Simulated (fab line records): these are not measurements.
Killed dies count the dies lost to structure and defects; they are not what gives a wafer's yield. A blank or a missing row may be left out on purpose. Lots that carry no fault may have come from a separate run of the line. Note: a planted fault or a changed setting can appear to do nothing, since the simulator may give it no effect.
Matching of chambers || flow n5-finfet || N5_BEOL_M4_DESCUM_16 on rie-diel-03 has 4 sister chambers
The step chemistry O2, time 7 s. 4 wafers are shown with their chamber, then 10 later ones without.

## WAFERS WITH THEIR CHAMBER
{"wafer": "L082.6", "chamber": 1, "drypump-motor-current-A (A)": 5.2}
{"wafer": "L085.5", "chamber": 0, "drypump-motor-current-A (A)": 6.2}
{"wafer": "L086.1", "chamber": 2, "drypump-motor-current-A (A)": 6.0}
{"wafer": "L086.4", "chamber": 3, "drypump-motor-current-A (A)": 5.6}

## WAFERS MISSING THEIR CHAMBER
{"wafer": "L086.5", "drypump-motor-current-A (A)": 6.3}
{"wafer": "L088.1", "drypump-motor-current-A (A)": 6.3}
{"wafer": "L088.3", "drypump-motor-current-A (A)": 5.6}
{"wafer": "L088.6", "drypump-motor-current-A (A)": 5.6}
{"wafer": "L092.2", "drypump-motor-current-A (A)": 6.0}
{"wafer": "L092.4", "drypump-motor-current-A (A)": 6.2}
{"wafer": "L092.5", "drypump-motor-current-A (A)": 5.2}
{"wafer": "L093.1", "drypump-motor-current-A (A)": 6.0}
{"wafer": "L093.5", "drypump-motor-current-A (A)": 6.2}
{"wafer": "L093.6", "drypump-motor-current-A (A)": 5.2}

## CHAMBER TAKEN BY EACH
{"wafer": "L086.5", "from the rows above": 0, "in truth": 0}
{"wafer": "L088.1", "from the rows above": 0, "in truth": 0}
{"wafer": "L088.3", "from the rows above": 3, "in truth": 3}
{"wafer": "L088.6", "from the rows above": 3, "in truth": 3}
{"wafer": "L092.2", "from the rows above": 2, "in truth": 2}
{"wafer": "L092.4", "from the rows above": 0, "in truth": 0}
{"wafer": "L092.5", "from the rows above": 1, "in truth": 1}
{"wafer": "L093.1", "from the rows above": 2, "in truth": 2}
{"wafer": "L093.5", "from the rows above": 0, "in truth": 0}
{"wafer": "L093.6", "from the rows above": 1, "in truth": 1}
Placed correctly: 10 of 10. From these rows, 0 cannot be placed. Number placed wrongly: 0.
How it was worked out, from the rows above alone: a wafer's distance from a chamber is the root of the sum, over the readings, of the square of ((its reading less the chamber's mean) divided by the reading's scatter). The wafer belongs to the nearest chamber; if the next one is less than 2 further off, it can't be placed. The mean given for a chamber averages the wafers shown for that chamber. The scatter (one wafer shown for each chamber): square how far every hidden wafer sits from the nearest shown wafer, average those squares and take the square root.
